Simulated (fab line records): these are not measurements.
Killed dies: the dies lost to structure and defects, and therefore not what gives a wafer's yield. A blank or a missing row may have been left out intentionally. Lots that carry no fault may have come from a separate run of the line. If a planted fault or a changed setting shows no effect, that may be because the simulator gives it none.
Chamber matching || flow nand-harc || 4 sister chambers for NHARC_THIN_TSV_ETCHBACK_48 on rie-diel-10
The step etches the open film in C4F8/Ar, target depth 1028.5 nm, time 405.17 s. 4 wafers are shown with their chamber, then 9 later ones without.

## WAFERS, EACH WITH ITS CHAMBER
{"wafer": "L083.1", "chamber": 2, "rf-vpp-V (V)": 546.5}
{"wafer": "L089.2", "chamber": 3, "rf-vpp-V (V)": 548.3}
{"wafer": "L089.5", "chamber": 1, "rf-vpp-V (V)": 543.4}
{"wafer": "L089.6", "chamber": 0, "rf-vpp-V (V)": 547.8}

## WAFERS WHOSE CHAMBER IS MISSING
{"wafer": "L088.2", "rf-vpp-V (V)": 549.6}
{"wafer": "L088.3", "rf-vpp-V (V)": 546.6}
{"wafer": "L088.5", "rf-vpp-V (V)": 543.6}
{"wafer": "L092.1", "rf-vpp-V (V)": 549.9}
{"wafer": "L092.2", "rf-vpp-V (V)": 545.0}
{"wafer": "L092.4", "rf-vpp-V (V)": 545.0}
{"wafer": "L095.2", "rf-vpp-V (V)": 544.8}
{"wafer": "L095.5", "rf-vpp-V (V)": 547.7}
{"wafer": "L095.6", "rf-vpp-V (V)": 546.6}

## CHAMBER TAKEN BY EACH
{"wafer": "L088.2", "from the rows above": "can't be placed: 3 or 0 or 2", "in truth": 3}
{"wafer": "L088.3", "from the rows above": "can't be placed: 2 or 0 or 3", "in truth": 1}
{"wafer": "L088.5", "from the rows above": 1, "in truth": 1}
{"wafer": "L092.1", "from the rows above": "can't be placed: 3 or 0 or 2", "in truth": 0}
{"wafer": "L092.2", "from the rows above": "can't be placed: 2 or 1 or 0 or 3", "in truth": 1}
{"wafer": "L092.4", "from the rows above": "can't be placed: 2 or 1 or 0 or 3", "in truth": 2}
{"wafer": "L095.2", "from the rows above": "can't be placed: 1 or 2 or 0 or 3", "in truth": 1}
{"wafer": "L095.5", "from the rows above": "can't be placed: 0 or 3 or 2", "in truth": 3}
{"wafer": "L095.6", "from the rows above": "can't be placed: 2 or 0 or 3", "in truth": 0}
Placed correctly: 1 of 9. Can't be placed from these rows: 8 (the true chamber is among the candidates in 7). Wrongly placed: 0.
How it was worked out, from the rows above alone: a wafer's distance from a chamber is the root of the sum, over the readings, of the square of ((its reading less the chamber's mean) divided by the reading's scatter). The wafer belongs to the nearest chamber; if the next one is less than 2 further off, it can't be placed. For every chamber, the mean is computed from those of its wafers that are shown. The scatter (one wafer shown for each chamber): square how far every hidden wafer sits from the nearest shown wafer, average those squares and take the square root.
